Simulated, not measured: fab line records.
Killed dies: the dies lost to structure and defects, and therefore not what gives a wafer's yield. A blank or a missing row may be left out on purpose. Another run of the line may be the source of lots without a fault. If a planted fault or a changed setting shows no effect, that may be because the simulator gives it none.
Chamber matching | flow n5Finfet | pecvd-04 running N5_BEOL_M4_ILD_DEP_00: 3 sister chambers
The step deposits SiOC from DEMS/O2, target thk 79 nm, time 15.3 s. 16 wafers are shown with their chamber, then 8 later ones without.

WAFERS, EACH WITH ITS CHAMBER
wafer  | chamber | showerheadVppV (V) | showerheadPlenumPTorr (Torr) | heaterPowerW (W)
L074.1 | 2       | 1514               | 5.729                        | 563
L074.2 | 0       | 1551               | 5.686                        | 568
L074.4 | 0       | 1555               | 5.693                        | 549
L078.1 | 2       | 1507               | 5.703                        | 542
L078.2 | 1       | 1468               | 5.697                        | 527
L078.6 | 0       | 1564               | 5.703                        | 500
L084.2 | 0       | 1541               | 5.707                        | 481
L084.3 | 1       | 1458               | 5.690                        | 505
L084.6 | 0       | 1575               | 5.686                        | 478
L086.2 | 1       | 1449               | 5.704                        | 450
L086.4 | 2       | 1486               | 5.718                        | 531
L086.6 | 0       | 1556               | 5.687                        | 550
L088.1 | 0       | 1577               | 5.691                        | 562
L088.5 | 1       | 1464               | 5.706                        | 433
L088.6 | 2       | 1519               | 5.717                        | 535
L089.3 | 0       | 1556               | 5.678                        | 505

SIGNATURES (averages over the wafers above)
reading               | chamber 0 | chamber 1 | chamber 2 | scatter within a chamber
showerheadVppV        | 1559.38   | 1459.75   | 1506.50   | 12
showerheadPlenumPTorr | 5.69137   | 5.69925   | 5.71675   | 0.00935
heaterPowerW          | 524.12    | 478.75    | 542.75    | 35.2
Rule: distance of a wafer from a chamber = root of the sum over the readings of ((wafer's reading minus chamber's mean) / reading's scatter) squared. The wafer belongs to the nearest chamber; if the next one is less than 2 further off, it can't be placed. The scatter is the square root of a quotient: the sum, over the shown wafers, of each reading's squared deviation from its chamber's mean, divided by wafers minus chambers.

WAFERS WHOSE CHAMBER IS MISSING
wafer  | showerheadVppV (V) | showerheadPlenumPTorr (Torr) | heaterPowerW (W)
L089.4 | 1579               | 5.687                        | 515
L089.6 | 1500               | 5.702                        | 508
L096.4 | 1461               | 5.703                        | 489
L096.5 | 1552               | 5.693                        | 492
L096.6 | 1524               | 5.717                        | 538
L097.1 | 1493               | 5.711                        | 552
L097.4 | 1550               | 5.707                        | 512
L097.5 | 1453               | 5.699                        | 532

EACH ONE'S CHAMBER
wafer  | from the rows above     | in truth
L089.4 | 0                       | 0
L089.6 | can't be placed: 2 or 1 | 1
L096.4 | 1                       | 1
L096.5 | 0                       | 0
L096.6 | 2                       | 2
L097.1 | 2                       | 2
L097.4 | 0                       | 0
L097.5 | 1                       | 1
Correct placement for 7 of the 8. Cannot be placed on the basis of these rows: 1; the candidates contain the true chamber in 1. Placed wrongly: 0.
